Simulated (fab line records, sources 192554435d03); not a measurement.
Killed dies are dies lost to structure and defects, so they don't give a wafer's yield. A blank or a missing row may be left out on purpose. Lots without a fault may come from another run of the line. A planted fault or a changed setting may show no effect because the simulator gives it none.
A sampling plan put to the test | flow n5_finfet | one fab line, 13 faults that these records tell of, each judged on the records of the lots that it struck
The plan is the line's own looks: the steps of the route at which a gauge or an inspection reads the wafer and doesn't change it. A look can be judged if struck wafers have a number there and the file gives its usual mean and standard deviation on fault-free wafers. Caught: at a look after the fault's first step, the mean of the struck wafers lies 4 or more of those standard deviations (sigma) from the usual mean. On the tool: the same test on the tool's own readings at the fault's steps. Another recipe on the struck wafers, or a record that is blank for them alone, also counts as caught.

THE FAULTS, as the simulator had put them in
1. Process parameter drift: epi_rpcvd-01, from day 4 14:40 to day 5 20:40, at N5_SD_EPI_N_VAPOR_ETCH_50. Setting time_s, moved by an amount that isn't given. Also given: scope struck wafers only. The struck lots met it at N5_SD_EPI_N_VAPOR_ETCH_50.
2. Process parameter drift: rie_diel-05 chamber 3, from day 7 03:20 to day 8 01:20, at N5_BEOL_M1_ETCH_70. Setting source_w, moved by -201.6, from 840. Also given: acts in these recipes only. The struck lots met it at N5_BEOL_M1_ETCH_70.
3. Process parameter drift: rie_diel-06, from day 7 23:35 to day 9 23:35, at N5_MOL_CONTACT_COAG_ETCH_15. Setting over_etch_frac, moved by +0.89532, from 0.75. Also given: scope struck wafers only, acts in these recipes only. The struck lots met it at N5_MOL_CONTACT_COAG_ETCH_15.
4. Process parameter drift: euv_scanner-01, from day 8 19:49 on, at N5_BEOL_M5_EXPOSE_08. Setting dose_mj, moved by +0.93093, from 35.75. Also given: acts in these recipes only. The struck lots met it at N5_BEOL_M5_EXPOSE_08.
5. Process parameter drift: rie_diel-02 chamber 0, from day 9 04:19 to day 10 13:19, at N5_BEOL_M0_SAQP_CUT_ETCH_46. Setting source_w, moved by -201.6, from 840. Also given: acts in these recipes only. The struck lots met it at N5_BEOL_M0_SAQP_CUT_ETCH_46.
6. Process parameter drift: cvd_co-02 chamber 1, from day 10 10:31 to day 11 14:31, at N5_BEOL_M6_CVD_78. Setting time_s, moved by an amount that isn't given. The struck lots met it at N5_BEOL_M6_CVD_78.
7. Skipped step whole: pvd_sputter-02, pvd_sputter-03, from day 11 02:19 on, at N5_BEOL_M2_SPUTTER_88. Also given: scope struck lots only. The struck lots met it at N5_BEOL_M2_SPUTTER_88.
8. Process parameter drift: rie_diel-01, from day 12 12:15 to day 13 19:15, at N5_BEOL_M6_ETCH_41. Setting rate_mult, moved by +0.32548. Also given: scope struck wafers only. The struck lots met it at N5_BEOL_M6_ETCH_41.
9. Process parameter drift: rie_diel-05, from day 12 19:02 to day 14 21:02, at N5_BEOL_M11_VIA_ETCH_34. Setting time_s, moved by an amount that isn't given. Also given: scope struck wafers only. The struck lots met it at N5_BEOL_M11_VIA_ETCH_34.
10. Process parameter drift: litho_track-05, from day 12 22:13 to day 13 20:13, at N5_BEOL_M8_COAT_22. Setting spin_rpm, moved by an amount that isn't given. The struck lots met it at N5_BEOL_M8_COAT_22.
11. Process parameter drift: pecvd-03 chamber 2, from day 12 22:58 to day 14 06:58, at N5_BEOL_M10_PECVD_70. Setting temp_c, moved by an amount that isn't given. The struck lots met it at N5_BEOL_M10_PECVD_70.
12. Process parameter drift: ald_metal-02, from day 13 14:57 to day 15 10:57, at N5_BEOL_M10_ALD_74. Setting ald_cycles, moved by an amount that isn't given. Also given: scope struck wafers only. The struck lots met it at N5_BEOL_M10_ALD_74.
13. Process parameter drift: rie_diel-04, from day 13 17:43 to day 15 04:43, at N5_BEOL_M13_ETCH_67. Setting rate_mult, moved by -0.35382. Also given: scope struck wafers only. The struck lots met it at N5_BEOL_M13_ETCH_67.

WHAT THE PLAN SAW
fault | on the tool itself                               | first look that catches it                      | reading, sigma                                    | median hours from its first step to that look | hours from the fault's start to the first struck lot there | judged looks passed uncaught
1     | under 2 sigma                                    | not the one look that can be judged after it    | strongest: REXT_N at N5_BEOL_M4_RC_MEAS_101, +3.9 | -                                             | -                                                          | 1
2     | rf_fwd_power_W -79 sigma                         | none of the 2 looks that can be judged after it | -                                                 | -                                             | -                                                          | 2
3     | only faintly: oes_product_au -2.3 sigma          | not the one look that can be judged after it    | -                                                 | -                                             | -                                                          | 1
4     | exposure_dose_mJ_cm2 +12 sigma                   | no look after it can be judged                  | -                                                 | -                                             | -                                                          | 0
5     | rf_fwd_power_W -73 sigma                         | not the one look that can be judged after it    | -                                                 | -                                             | -                                                          | 1
6     | run_length_s +99 or beyond sigma                 | no look after it can be judged                  | -                                                 | -                                             | -                                                          | 0
7     | the tool's record is blank for the struck wafers | not the one look that can be judged after it    | -                                                 | -                                             | -                                                          | 1
8     | only faintly: oes_product_au +3.5 sigma          | no look after it can be judged                  | -                                                 | -                                             | -                                                          | 0
9     | run_length_s +24 sigma                           | no look after it can be judged                  | -                                                 | -                                             | -                                                          | 0
10    | spin_speed_rpm -99 or beyond sigma               | no look after it can be judged                  | -                                                 | -                                             | -                                                          | 0
11    | susceptor_temp_C -20 sigma                       | no look after it can be judged                  | -                                                 | -                                             | -                                                          | 0
12    | under 2 sigma                                    | no look after it can be judged                  | -                                                 | -                                             | -                                                          | 0
13    | etch_rf_on_time_s +22 sigma                      | no look after it can be judged                  | -                                                 | -                                             | -                                                          | 0
A dash: the fault isn't caught, or these records don't give the number.

Caught at a look: 0 of 13. Caught on the tool: 9 of 13. By one or the other: 9 of 13.
Caught on the tool alone: faults 2, 4, 5, 6, 7, 9, 10, 11, 13.
Caught by neither: faults 1, 3, 8, 12.
